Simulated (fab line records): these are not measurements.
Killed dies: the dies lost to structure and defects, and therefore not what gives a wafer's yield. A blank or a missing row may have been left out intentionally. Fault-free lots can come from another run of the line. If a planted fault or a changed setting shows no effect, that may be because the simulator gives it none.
Which tool was responsible? :: flow nand-harc :: 13 lots, 39 wafers sampled, at 4 steps of a route of 1159

## WHAT EACH GAUGE READ, for each wafer
NHARC_A_BLC_OVL_MEAS_11.
lot: L865
measured: day 17 09:19
on: overlay-01
overlay-x-nm (nm): -0.1 0.1 -0.4
overlay-y-nm (nm): -0.7 0.1 -0.2

lot: L864
measured: day 17 11:27
on: overlay-01
overlay-x-nm (nm): -0.1 0.0 -0.3
overlay-y-nm (nm): -0.2 -0.3 0.2

lot: L866
measured: day 17 17:55
on: overlay-02
overlay-x-nm (nm): 0.6 0.5 0.4
overlay-y-nm (nm): -0.5 -0.3 -0.3

lot: L867
measured: day 17 18:10
on: overlay-01
overlay-x-nm (nm): 0.1 0.9 0.6
overlay-y-nm (nm): -0.1 0.4 0.2

lot: L869
measured: day 18 09:30
on: overlay-02
overlay-x-nm (nm): 0.7 0.8 0.8
overlay-y-nm (nm): -0.5 -0.5 0.2

lot: L873
measured: day 19 05:13
on: overlay-02
overlay-x-nm (nm): 0.4 -0.4 0.2
overlay-y-nm (nm): -0.1 0.3 0.5

lot: L875
measured: day 19 22:54
on: overlay-01
overlay-x-nm (nm): -0.7 -1.0 -0.5
overlay-y-nm (nm): 0.0 -0.2 0.0

lot: L877
measured: day 20 04:26
on: overlay-02
overlay-x-nm (nm): -0.1 -0.7 0.0
overlay-y-nm (nm): -1.4 -1.6 -1.2

lot: L876
measured: day 20 06:09
on: overlay-01
overlay-x-nm (nm): 0.3 -0.6 -0.1
overlay-y-nm (nm): -0.1 -0.3 -0.3

lot: L880
measured: day 20 22:17
on: overlay-01
overlay-x-nm (nm): -0.5 -0.5 -0.8
overlay-y-nm (nm): -0.1 -0.8 -0.9

lot: L878
measured: day 20 21:32
on: overlay-01
overlay-x-nm (nm): 0.6 0.0 0.3
overlay-y-nm (nm): 0.6 0.8 0.7

lot: L887
measured: day 22 06:59
on: overlay-02
overlay-x-nm (nm): 1.4 1.2 1.4
overlay-y-nm (nm): -0.3 -0.6 -0.1

lot: L885
measured: day 22 22:28
on: overlay-01
overlay-x-nm (nm): 1.0 1.1 1.7
overlay-y-nm (nm): -0.8 -1.4 -0.6

## TOOL THAT RAN EACH LOT (tool first, then ch and the chambers of the sampled wafers, then the start)
lot: L865
NHARC_A_CONTACT_ETCH_31: rie-diel-01 ch 0,1, day 17 08:22 or earlier
NHARC_A_CONTACT_CMP_20: cmp-03 ch 0,2,3, day 17 08:22
NHARC_A_BLC_SOFTBAKE_05: litho-track-06 ch 0, day 17 08:00

lot: L864
NHARC_A_CONTACT_ETCH_31: rie-diel-11 ch 0,2,3, day 17 10:34 or earlier
NHARC_A_CONTACT_CMP_20: cmp-04 ch 0,3, day 17 10:34
NHARC_A_BLC_SOFTBAKE_05: litho-track-04 ch 0, day 17 11:00

lot: L866
NHARC_A_CONTACT_ETCH_31: rie-diel-11 ch 1,3, day 17 16:55 or earlier
NHARC_A_CONTACT_CMP_20: cmp-03 ch 0,1,2, day 17 16:55
NHARC_A_BLC_SOFTBAKE_05: litho-track-01 ch 0, day 17 17:00

lot: L867
NHARC_A_CONTACT_ETCH_31: rie-diel-01 ch 0,1,3, day 17 17:12 or earlier
NHARC_A_CONTACT_CMP_20: cmp-03 ch 0,1, day 17 17:12
NHARC_A_BLC_SOFTBAKE_05: litho-track-01 ch 0, day 17 17:00

lot: L869
NHARC_A_CONTACT_ETCH_31: rie-diel-11 ch 0,3, day 18 08:30 or earlier
NHARC_A_CONTACT_CMP_20: cmp-03 ch 0,1,2, day 18 08:30
NHARC_A_BLC_SOFTBAKE_05: litho-track-06 ch 0, day 18 08:00

lot: L873
NHARC_A_CONTACT_ETCH_31: rie-diel-07 ch 1,3, day 19 04:13 or earlier
NHARC_A_CONTACT_CMP_20: cmp-01 ch 1,3, day 19 04:13
NHARC_A_BLC_SOFTBAKE_05: litho-track-01 ch 0, day 19 04:00

lot: L875
NHARC_A_CONTACT_ETCH_31: rie-diel-11 ch 0,1,3, day 19 21:54 or earlier
NHARC_A_CONTACT_CMP_20: cmp-01 ch 0,2,3, day 19 21:54
NHARC_A_BLC_SOFTBAKE_05: litho-track-04 ch 0, day 19 22:00

lot: L877
NHARC_A_CONTACT_ETCH_31: rie-diel-07 ch 0,1,3, day 20 03:26 or earlier
NHARC_A_CONTACT_CMP_20: cmp-01 ch 0,1,2, day 20 03:26
NHARC_A_BLC_SOFTBAKE_05: litho-track-06 ch 0, day 20 03:00

lot: L876
NHARC_A_CONTACT_ETCH_31: rie-diel-07 ch 0,2, day 20 05:17 or earlier
NHARC_A_CONTACT_CMP_20: cmp-01 ch 0,1,3, day 20 05:17
NHARC_A_BLC_SOFTBAKE_05: litho-track-06 ch 0, day 20 05:00

lot: L880
NHARC_A_CONTACT_ETCH_31: rie-diel-01 ch 0,1,2, day 20 21:16 or earlier
NHARC_A_CONTACT_CMP_20: cmp-04 ch 1,2,3, day 20 21:16
NHARC_A_BLC_SOFTBAKE_05: litho-track-01 ch 0, day 20 21:00

lot: L878
NHARC_A_CONTACT_ETCH_31: rie-diel-11 ch 0,1,2, day 20 20:37 or earlier
NHARC_A_CONTACT_CMP_20: cmp-04 ch 0,2,3, day 20 20:37
NHARC_A_BLC_SOFTBAKE_05: litho-track-06 ch 0, day 20 21:00

lot: L887
NHARC_A_CONTACT_ETCH_31: rie-diel-11 ch 1,2,3, day 22 05:59 or earlier
NHARC_A_CONTACT_CMP_20: cmp-01 ch 1,2,3, day 22 05:59
NHARC_A_BLC_SOFTBAKE_05: litho-track-01 ch 0, day 22 06:00

lot: L885
NHARC_A_CONTACT_ETCH_31: rie-diel-07 ch 0,2,3, day 22 21:29 or earlier
NHARC_A_CONTACT_CMP_20: cmp-04 ch 1,3, day 22 21:29
NHARC_A_BLC_SOFTBAKE_05: litho-track-01 ch 0, day 22 21:00
- NHARC_A_CONTACT_ETCH_31: etches the open film in O2/COS, target depth 2000 nm, time 520 s.
- NHARC_A_CONTACT_CMP_20: polishes, t overpolish 30 s, target thk 300 nm.
- NHARC_A_BLC_SOFTBAKE_05: time 55 s.

## AS READ BY THE TOOLS THEMSELVES (means over the sampled wafers that have a number; for cases with no such wafer, the mark the record gives instead)
NHARC_A_CONTACT_ETCH_31.
lot: L865
tool: rie-diel-01
drypump-motor-current-A (A): 6.3
oes-product-au (a.u.): 1.001
rf-vpp-V (V): 316.6
showerhead-plenum-p-Torr (Torr): 3.27
throttle-valve-pct (%): 28.328

lot: L864
tool: rie-diel-11
drypump-motor-current-A (A): 5.6
oes-product-au (a.u.): 1.003
rf-vpp-V (V): 315.8
showerhead-plenum-p-Torr (Torr): 3.18
throttle-valve-pct (%): 28.320

lot: L866
tool: rie-diel-11
drypump-motor-current-A (A): 5.9
oes-product-au (a.u.): 0.998
rf-vpp-V (V): 312.5
showerhead-plenum-p-Torr (Torr): 3.01
throttle-valve-pct (%): 28.333

lot: L867
tool: rie-diel-01
drypump-motor-current-A (A): 6.0
oes-product-au (a.u.): 1.000
rf-vpp-V (V): 315.8
showerhead-plenum-p-Torr (Torr): 3.22
throttle-valve-pct (%): 28.338

lot: L869
tool: rie-diel-11
drypump-motor-current-A (A): 5.7
oes-product-au (a.u.): 1.005
rf-vpp-V (V): 313.0
showerhead-plenum-p-Torr (Torr): 3.04
throttle-valve-pct (%): 28.337

lot: L873
tool: rie-diel-07
drypump-motor-current-A (A): 5.7
oes-product-au (a.u.): 0.995
rf-vpp-V (V): 313.6
showerhead-plenum-p-Torr (Torr): 3.09
throttle-valve-pct (%): 28.338

lot: L875
tool: rie-diel-11
drypump-motor-current-A (A): 5.9
oes-product-au (a.u.): 0.991
rf-vpp-V (V): 312.9
showerhead-plenum-p-Torr (Torr): 3.11
throttle-valve-pct (%): 28.326

lot: L877
tool: rie-diel-07
drypump-motor-current-A (A): 5.8
oes-product-au (a.u.): 1.006
rf-vpp-V (V): 312.7
showerhead-plenum-p-Torr (Torr): 3.03
throttle-valve-pct (%): 28.328

lot: L876
tool: rie-diel-07
drypump-motor-current-A (A): 5.8
oes-product-au (a.u.): 0.996
rf-vpp-V (V): 313.3
showerhead-plenum-p-Torr (Torr): 3.09
throttle-valve-pct (%): 28.329

lot: L880
tool: rie-diel-01
drypump-motor-current-A (A): 6.0
oes-product-au (a.u.): 1.009
rf-vpp-V (V): 315.4
showerhead-plenum-p-Torr (Torr): 3.18
throttle-valve-pct (%): 28.342

lot: L878
tool: rie-diel-11
drypump-motor-current-A (A): 5.8
oes-product-au (a.u.): 1.009
rf-vpp-V (V): 316.2
showerhead-plenum-p-Torr (Torr): 3.23
throttle-valve-pct (%): 28.339

lot: L887
tool: rie-diel-11
drypump-motor-current-A (A): 5.9
oes-product-au (a.u.): 0.997
rf-vpp-V (V): 313.6
showerhead-plenum-p-Torr (Torr): 3.12
throttle-valve-pct (%): 28.333

lot: L885
tool: rie-diel-07
drypump-motor-current-A (A): 5.7
oes-product-au (a.u.): 0.996
rf-vpp-V (V): 313.8
showerhead-plenum-p-Torr (Torr): 3.09
throttle-valve-pct (%): 28.327

NHARC_A_CONTACT_CMP_20.
lot: L865
tool: cmp-03
motor-current-A (A): 12.2
overpolish-run-s (s): 30.008
time-to-endpoint-s (s): 56.0

lot: L864
tool: cmp-04
motor-current-A (A): 11.9
overpolish-run-s (s): 29.995
time-to-endpoint-s (s): 65.0

lot: L866
tool: cmp-03
motor-current-A (A): 11.8
overpolish-run-s (s): 29.999
time-to-endpoint-s (s): 61.1

lot: L867
tool: cmp-03
motor-current-A (A): 11.2
overpolish-run-s (s): 30.004
time-to-endpoint-s (s): 61.6

lot: L869
tool: cmp-03
motor-current-A (A): 11.9
overpolish-run-s (s): 29.996
time-to-endpoint-s (s): 60.2

lot: L873
tool: cmp-01
motor-current-A (A): 13.1
overpolish-run-s (s): 29.995
time-to-endpoint-s (s): 58.0

lot: L875
tool: cmp-01
motor-current-A (A): 12.1
overpolish-run-s (s): 29.996
time-to-endpoint-s (s): 60.2

lot: L877
tool: cmp-01
motor-current-A (A): 11.5
overpolish-run-s (s): 29.998
time-to-endpoint-s (s): 61.2

lot: L876
tool: cmp-01
motor-current-A (A): 12.1
overpolish-run-s (s): 30.001
time-to-endpoint-s (s): 60.3

lot: L880
tool: cmp-04
motor-current-A (A): 10.9
overpolish-run-s (s): 29.999
time-to-endpoint-s (s): 60.4

lot: L878
tool: cmp-04
motor-current-A (A): 11.2
overpolish-run-s (s): 29.998
time-to-endpoint-s (s): 64.6

lot: L887
tool: cmp-01
motor-current-A (A): 12.4
overpolish-run-s (s): 30.007
time-to-endpoint-s (s): 55.8

lot: L885
tool: cmp-04
motor-current-A (A): 10.9
overpolish-run-s (s): 30.007
time-to-endpoint-s (s): 58.1

NHARC_A_BLC_SOFTBAKE_05.
lot: L865
tool: litho-track-06
heater-power-total-W (W): 188.41

lot: L864
tool: litho-track-04
heater-power-total-W (W): 188.44

lot: L866
tool: litho-track-01
heater-power-total-W (W): 188.49

lot: L867
tool: litho-track-01
heater-power-total-W (W): 188.48

lot: L869
tool: litho-track-06
heater-power-total-W (W): 188.38

lot: L873
tool: litho-track-01
heater-power-total-W (W): 188.57

lot: L875
tool: litho-track-04
heater-power-total-W (W): 188.31

lot: L877
tool: litho-track-06
heater-power-total-W (W): 188.48

lot: L876
tool: litho-track-06
heater-power-total-W (W): 188.57

lot: L880
tool: litho-track-01
heater-power-total-W (W): 188.47

lot: L878
tool: litho-track-06
heater-power-total-W (W): 188.42

lot: L887
tool: litho-track-01
heater-power-total-W (W): 166.85

lot: L885
tool: litho-track-01
heater-power-total-W (W): 166.93

## THE ANSWER, worked out from the rows above alone
Rule: the lots themselves supply what counts as usual. Put in order of their means at a reading, lots are off if they are a third of the lots or fewer, leave a main group of 4 or more, and stand apart from it by a gap of 3 or more times the standard deviation of the main group's means; of several such gaps the widest counts. Not used: any main group whose means are identical at the precision the tables above print for the reading. A lot without any number at a reading at which 4 lots or more have one is off too. Where the step has rows for the other lots, those lots are counted as sound. The gauges are gone through in route order, then the tools' own readings, and for those a lot's mean is taken as printed above. The first step at which some lot is off is used, and at that step the reading that is off furthest; a lot without a number counts as furthest.
Off, at NHARC_A_BLC_SOFTBAKE_05 on heater-power-total-W: L887, L885. For the main group the mean is 188.46 W and the standard deviation 0.073.
A tool fits if, at that step or a process step before it, it ran every lot that is off, and no sound lot after the first of them. NHARC_A_CONTACT_ETCH_31 gives no start for some lots, so the hours and the order of its lots are those of NHARC_A_CONTACT_CMP_20. One candidate fits, namely litho-track-01 at NHARC_A_BLC_SOFTBAKE_05. Its last sound lot is L880 (day 20 21:00), its first lot that is off L887 (day 22 06:00): a fault that began between those two fits.
The tool's own readings at NHARC_A_BLC_SOFTBAKE_05 bear it out: on the lots that are off they differ by more than 5 times the standard deviation of the sound lots' means. heater-power-total-W reads 166.89 W there against 188.46 W on the sound lots.

## WHAT WAS PUT IN BY THE SIMULATOR
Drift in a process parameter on litho-track-01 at NHARC_A_BLC_SOFTBAKE_05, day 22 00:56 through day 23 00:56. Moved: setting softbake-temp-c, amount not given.
Struck lots among those shown: L887, L885. The rule given above showed the same thing.
